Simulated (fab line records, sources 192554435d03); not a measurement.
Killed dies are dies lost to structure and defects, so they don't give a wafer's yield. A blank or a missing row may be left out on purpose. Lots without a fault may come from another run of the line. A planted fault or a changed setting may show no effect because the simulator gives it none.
Split-lot experiment | flow n5_finfet | 7 lots, 39 wafers read, on a route of 1938 steps

THE SPLIT
At N5_DUMMY_GATE_ETCH_42 (etches SiO2 in CHF3/O2, target depth 3.5 nm, time 31 s), the setting bias_w was moved away from the recipe's 12 W on 15 of the 39 wafers read, by -15.5% to +17.4%. The other wafers ran this setting at the recipe's value.

The reading is taken at the split's own step.

THE READING
rf_vpp_V, in V, at N5_DUMMY_GATE_ETCH_42 (etches SiO2 in CHF3/O2, target depth 3.5 nm, time 31 s). Fault-free wafers of this fab line usually give 42.3 V, standard deviation 1 V.

wafer  | tool, chamber at the split | bias_w as run, W | against the recipe | rf_vpp_V, V | against lot-mates on the recipe
L074.1 | rie_diel-05, 3             | 12               | recipe             | 41.2        | -
L074.2 | rie_diel-05, 1             | 12               | recipe             | 40.8        | -
L074.3 | rie_diel-05, 2             | 12               | recipe             | 42.6        | -
L074.4 | rie_diel-05, 1             | 12               | recipe             | 42.4        | -
L074.5 | rie_diel-05, 2             | 12               | recipe             | 41.9        | -
L074.6 | rie_diel-05, 3             | 12               | recipe             | 43.3        | -
L078.1 | rie_diel-02, 3             | 13.91            | +15.9%             | 44.0        | +1.8
L078.2 | rie_diel-02, 1             | 12               | recipe             | 41.4        | -
L078.3 | rie_diel-02, 0             | 12               | recipe             | 42.4        | -
L078.4 | rie_diel-02, 2             | 13.91            | +15.9%             | 47.0        | +4.8
L078.5 | rie_diel-02, 3             | 13.91            | +15.9%             | 46.6        | +4.4
L078.6 | rie_diel-02, 0             | 12               | recipe             | 42.9        | -
L079.1 | rie_diel-05, 3             | 12.94            | +7.8%              | 44.1        | +1.5
L079.2 | rie_diel-05, 0             | 12.94            | +7.8%              | 47.2        | +4.6
L079.3 | rie_diel-05, 2             | 12               | recipe             | 42.6        | -
L079.4 | rie_diel-05, 1             | 12.94            | +7.8%              | 44.6        | +2.0
L079.5 | rie_diel-05, 3             | 12               | recipe             | 42.1        | -
L079.6 | rie_diel-05, 0             | 12               | recipe             | 43.0        | -
L083.1 | rie_diel-05, 2             | 12               | recipe             | 42.2        | -
L083.2 | rie_diel-05, 0             | 12               | recipe             | 43.5        | -
L083.3 | rie_diel-05, 1             | 11.17            | -6.9%              | 39.6        | -3.1
L083.4 | rie_diel-05, 0             | 12               | recipe             | 42.4        | -
L083.5 | rie_diel-05, 1             | 11.17            | -6.9%              | 40.1        | -2.6
L083.6 | rie_diel-05, 2             | 11.17            | -6.9%              | 39.6        | -3.1
L087.1 | rie_diel-04, 1             | 10.14            | -15.5%             | 36.8        | -5.0
L087.2 | rie_diel-04, 2             | 12               | recipe             | 41.8        | -
L087.3 | rie_diel-04, 3             | 10.14            | -15.5%             | 37.0        | -4.8
L087.4 | rie_diel-04, 0             | 12               | recipe             | 43.3        | -
L087.5 | rie_diel-04, 2             | 12               | recipe             | 40.2        | -
L087.6 | rie_diel-04, 1             | 10.14            | -15.5%             | 38.3        | -3.5
L088.2 | rie_diel-05, 2             | 12               | recipe             | 40.8        | -
L088.4 | rie_diel-05, 3             | 12               | recipe             | 42.2        | -
L088.5 | rie_diel-05, 3             | 12               | recipe             | 41.3        | -
L095.1 | rie_diel-05, 3             | 14.09            | +17.4%             | 48.1        | +5.6
L095.2 | rie_diel-05, 0             | 14.09            | +17.4%             | 45.7        | +3.2
L095.3 | rie_diel-05, 2             | 12               | recipe             | 41.6        | -
L095.4 | rie_diel-05, 1             | 12               | recipe             | 42.0        | -
L095.5 | rie_diel-05, 3             | 14.09            | +17.4%             | 47.8        | +5.3
L095.6 | rie_diel-05, 0             | 12               | recipe             | 43.8        | -

THE FIT
A straight line over all 39 wafers: rf_vpp_V changes by +0.291 V for each +1% of bias_w; r = +0.92; the points scatter about the line by 1 V.
The same after taking each lot's own level away (the mean of its wafers on the recipe; 39 wafers): +0.278 V for each +1%; r = +0.92; scatter 0.99 V.
On that fit, the largest move of bias_w shifts the reading by 4.8 V.
The lots' own levels span 41.43 to 42.70 V, that is 1.3 times the standard deviation above.
So the lot-to-lot level changes the slope little: the two slopes agree.
Check: with one of the wafers moved furthest among these (+17.4%) left out of the fit, the line predicts +4.61 V for it against its lot-mates. It came out at +5.63 V against them.
Tool readings at the split's step, against how far the setting was moved: rf_vpp_V r = +0.92.

THE FILE'S OWN FIT
rf_vpp_V changes by +0.276 V for each +1% of bias_w, r = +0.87.
